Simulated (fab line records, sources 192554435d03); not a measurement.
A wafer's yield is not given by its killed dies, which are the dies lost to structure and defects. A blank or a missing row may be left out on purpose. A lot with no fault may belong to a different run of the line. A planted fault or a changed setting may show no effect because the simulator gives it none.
fab line records	flow n5-finfet
[record] lots = 7	wafers = 39
route steps=1938 shown DUMMY_GATE@214 SD_EPI_N@278 HKMG_FIN@448 MOL_CONTACT_COAG@535 BEOL_M4@1111
start-h: the number of hours between the record's first day and the start of the first shown wafer of the lot	wait-h: time in hours since the lot's previous step	" unchanged from the row above	L1.1+2: a single row standing in for several wafers	- value missing, or start not given	* or withheld: withheld	< > ~ a bound
route shown NAME@n: a module of which the file shows steps, and the number in the route of the first	usual: average and standard deviation across the fault-free wafers	same: alike in all rows	chamber/n: place in a boat	sites: the reading at each site	_std_site: standard deviation of those values	_edge_site: the outer-site mean with the inner-site mean subtracted	radius-mm: how far each site lies from the wafer's centre	mask NAME#n: copy n	behind: the last tool/chamber to shape the wafer	hold: cause of the lot's hold/its duration in hours/its outcome	device: transistor that didn't switch, given as n, p or np	end of line: at the end of the route, the tests of the same wafers	a step without rows: its recipe alone	killed: count of dies lost to structure and defects at first sort (not the wafer's yield)	map: a wafer's dies, x killed, . not, _ none there
set.NAME: the run value of the setting; set.NAME@STEP: its run value at that earlier step	model.NAME: the simulator's own value behind a step, which no gauge read
lots whose settings were changed on purpose; a table a step, a row a wafer
[[steps]]
[step N5_DUMMY_GATE_ALD_02]
[recipe] material = SiO2	target-thk-a = 20	temp-c = 300	ald-precursor-family = BDEAS	ald-co-reactant = O2-plasma	pulse-time-s = 1	pressure-torr = 2
[step N5_DUMMY_GATE_ETCH_37]
[recipe] chemistry = N2/H2	target = SOC	target-depth-a = 600	overetch-a = 300	temp-c = 40	ion-energy-ev = 200	pressure-mtorr = 30	source-w = 840	bias-w = 150	n2-flow-sccm = 200	h2-flow-sccm = 200
[step N5_DUMMY_GATE_ETCH_32]
[recipe] chemistry = CF4	target = SiO2	target-depth-a = 35	time-s = 3.9	ion-energy-ev = 350	pressure-mtorr = 10	icp-w = 800	bias-w = 400	cf4-flow-sccm = 80
[step N5_DUMMY_GATE_ETCH_44]
[recipe] chemistry = HBr/O2	over-etch-frac = 0.7	target-depth-a = 1275	stop-on = SiO2	ion-energy-ev = 60	bias-w = 20	target = poly-Si	mask-material = SiO2	pressure-mtorr = 20	icp-w = 400	HBr_flow_sccm = 120	O2_flow_sccm = 10
[step N5_SD_EPI_N_ETCH_45]
[recipe] chemistry = CH3F/O2	target = SiOCN	target-depth-a = 60	mask-material = SOC	ion-energy-ev = 60	bias-w = 29	pressure-mtorr = 15	source-w = 410	Ar_flow_sccm = 150	CH3F_flow_sccm = 30	O2_flow_sccm = 20
[step N5_HKMG_FIN_NWFM_ALD_20]
[recipe] material = TiAlC	target-thk-a = 20	temp-c = 300	ald-precursor-family = TiCl4	ald-co-reactant = TEA	pulse-time-s = 3	purge-time-s = 2	co-reactant-purge-time-s = 2	co-reactant-pulse-time-s = 10	ald-cycles = 7	pressure-torr = 3
[step N5_HKMG_FIN_ALD_71]
[recipe] material = TiN	target-thk-a = 10	temp-c = 400	ald-precursor-family = TiCl4	ald-co-reactant = NH3	pulse-time-s = 1	purge-time-s = 3	co-reactant-purge-time-s = 2	co-reactant-pulse-time-s = 2	ald-cycles = 47	pressure-torr = 3
[step N5_MOL_CONTACT_COAG_CONTACT_ETCH_14]
[recipe] chemistry = C4F6/O2	target = SiO2	target-depth-a = 275	overetch-a = 85	mask-material = SOC	pressure-mtorr = 30	source-w = 370	bias-w = 185	Ar_flow_sccm = 300	C4F6_flow_sccm = 16	O2_flow_sccm = 10	time-s = 20	ion-energy-ev = 259.6
[step N5_BEOL_M4_RC_MEAS_101]
[usual] IOFF_N_LONG = 5.44e-05/2.3e-06	VT_N = 250.1/2.4	VT_N_LONG = 275.6/1.7	VT_N_LVT = 98.8/2.5
lot.wafer	tool	chamber	start-h	wait-h	set.temp-c@DUMMY_GATE_ALD_02	set.source-w@DUMMY_GATE_ETCH_37	set.time-s@DUMMY_GATE_ETCH_32	set.target-depth-a@DUMMY_GATE_ETCH_44	set.target-depth-a@SD_EPI_N_ETCH_45	set.ald-cycles@HKMG_FIN_NWFM_ALD_20	set.temp-c@HKMG_FIN_ALD_71	set.time-s@MOL_CONTACT_COAG_CONTACT_ETCH_14	IOFF_N_LONG[nA/um]	VT_N[mV]	VT_N_LONG[mV]	VT_N_LVT[mV]
L074.1	prober-02	0	167.86	0.0	300	840	3.547	1275	60	7	400	20	5.69e-05	250.7	277.6	100.0
L074.2	"	0	"	"	300	971.4	3.9	1366	60	7	400	20	5.82e-05	248.0	274.9	97.7
L074.3	"	0	"	"	300	840	3.547	1366	52.41	7	400	20	5.87e-05	250.4	272.4	98.5
L074.4	"	0	"	"	300	971.4	3.9	1366	52.41	7	400	18.38	5.72e-05	250.1	272.7	98.5
L074.5	"	0	"	"	300	840	3.9	1275	60	7	400	18.38	5.77e-05	249.1	274.6	93.8
L074.6	"	0	"	"	300	971.4	3.547	1275	52.41	7	400	18.38	5.85e-05	251.1	272.5	96.7
L082.1	prober-01	0	214.65	0.0	300	840	3.193	1385	65.63	7	400	18.45	5.45e-05	245.8	273.5	97.4
L082.2	"	0	"	"	300	840	3.9	1275	60	7	400	18.45	5.57e-05	249.3	277.6	98.4
L082.3	"	0	"	"	300	740.8	3.9	1385	60	7	407.5	20	5.63e-05	248.4	276.1	98.0
L082.4	"	0	"	"	300	740.8	3.193	1385	60	7	407.5	18.45	5.38e-05	254.5	276.0	103.5
L082.5	"	0	"	"	300	840	3.193	1275	65.63	7	407.5	20	5.53e-05	245.5	276.4	95.9
L082.6	"	0	"	"	300	740.8	3.9	1275	65.63	7	400	20	5.4e-05	251.9	277.9	102.2
L087.1	prober-01	0	244.20	0.0	300	840	4.295	1230	60	7	400	20	5.37e-05	250.7	274.1	97.0
L087.2	"	0	"	"	300	692.7	4.295	1275	60	7	384.1	20	5.35e-05	252.5	276.5	97.6
L087.3	"	0	"	"	300	692.7	3.9	1275	67.36	7	400	18.38	5.39e-05	251.0	276.5	96.6
L087.4	"	0	"	"	300	692.7	3.9	1230	60	7	384.1	18.38	5.29e-05	254.1	275.2	100.1
L087.5	"	0	"	"	300	840	3.9	1230	67.36	7	400	20	5.43e-05	253.8	278.3	99.4
L087.6	"	0	"	"	300	840	4.295	1275	67.36	7	384.1	18.38	5.35e-05	247.4	276.3	94.9
L089.1	prober-02	0	253.13	0.0	300	958.1	3.9	1178	60	6	400	15.29	3.45e-05	271.7	295.6	120.8
L089.2	"	0	"	"	288	840	3.588	1178	60	7	400	20	5.45e-05	246.5	275.6	96.8
L089.3	"	0	"	"	300	958.1	3.588	1178	55.16	6	400	15.29	3.48e-05	270.4	299.2	120.8
L089.4	"	0	"	"	300	840	3.9	1275	60	7	400	20	5.53e-05	247.8	274.3	97.9
L089.5	"	0	"	"	288	958.1	3.588	1275	55.16	7	400	15.29	5.45e-05	247.0	274.8	98.6
L089.6	"	0	"	"	288	840	3.9	1275	55.16	6	400	20	3.41e-05	267.8	297.3	120.5
L090.1	prober-01	0	273.76	0.0	300	840	3.624	1275	54.1	7	414.8	24.17	5.2e-05	250.0	276.6	102.1
L090.2	"	0	"	"	300	840	3.9	1275	60	7	414.8	20	5.31e-05	250.5	276.8	103.1
L090.3	"	0	"	"	300	840	3.9	1275	60	7	400	20	5.16e-05	249.9	275.8	102.8
L090.4	"	0	"	"	300	840	3.624	1275	54.1	7	414.8	20	5.16e-05	256.1	278.1	106.4
L090.5	"	0	"	"	300	840	3.9	1275	54.1	7	400	24.17	5.19e-05	249.6	277.7	101.1
L090.6	"	0	"	"	300	840	3.624	1275	60	7	400	24.17	5.16e-05	250.2	276.2	101.7
L092.1	prober-02	0	277.96	0.0	308.9	840	3.9	1275	53.14	7	400	20	5.8e-05	250.3	274.2	98.2
L092.2	"	0	"	"	308.9	906.9	3.9	1275	53.14	7	400	23.2	5.82e-05	250.2	275.2	99.2
L092.3	"	0	"	"	300	906.9	3.542	1275	60	7	400	20	5.78e-05	249.3	273.6	97.6
L092.4	"	0	"	"	308.9	840	3.542	1275	60	6	400	20	3.61e-05	272.0	293.2	120.4
L092.5	"	0	"	"	300	906.9	3.9	1275	60	6	400	23.2	3.6e-05	271.8	297.4	120.2
L092.6	"	0	"	"	300	840	3.542	1275	53.14	6	400	23.2	3.59e-05	271.5	296.6	119.8
L095.1	prober-01	0	303.81	0.0	300	840	3.9	1275	60	7	400	20	5.64e-05	243.9	275.4	89.9
L095.3	"	0	"	"	300	840	3.9	1275	60	7	400	20	5.74e-05	248.9	273.3	94.3
L095.6	"	0	"	"	300	840	3.9	1275	60	7	400	20	5.64e-05	251.6	275.0	95.1
[[key]]
[split] step = N5_DUMMY_GATE_ALD_02	setting = temp-c	stated-as = 300
response none clear
[split] step = N5_DUMMY_GATE_ETCH_37	setting = source-w	stated-as = 840
response none clear
[split] step = N5_DUMMY_GATE_ETCH_32	setting = time-s	stated-as = 3.9
response none clear
[split] step = N5_DUMMY_GATE_ETCH_44	setting = target-depth-a	stated-as = 1275
response none clear
[split] step = N5_SD_EPI_N_ETCH_45	setting = target-depth-a	stated-as = 60
response none clear
[split] step = N5_HKMG_FIN_NWFM_ALD_20	setting = ald-cycles	stated-as = 7
[response] step = N5_BEOL_M4_RC_MEAS_101	reading = IOFF_N_LONG	slope = +1.48e-06	per = 1%	together-with = all	explained = 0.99
[response] step = N5_BEOL_M4_RC_MEAS_101	reading = VT_N_LONG	slope = -1.52	per = 1%	together-with = all	explained = 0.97
[response] step = N5_BEOL_M4_RC_MEAS_101	reading = VT_N_LVT	slope = -1.57	per = 1%	together-with = all	explained = 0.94
[response] step = N5_BEOL_M4_RC_MEAS_101	reading = VT_N	slope = -1.55	per = 1%	together-with = all	explained = 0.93
[split] step = N5_HKMG_FIN_ALD_71	setting = temp-c	stated-as = 400
response none clear
[split] step = N5_MOL_CONTACT_COAG_CONTACT_ETCH_14	setting = time-s	stated-as = 20
response none clear
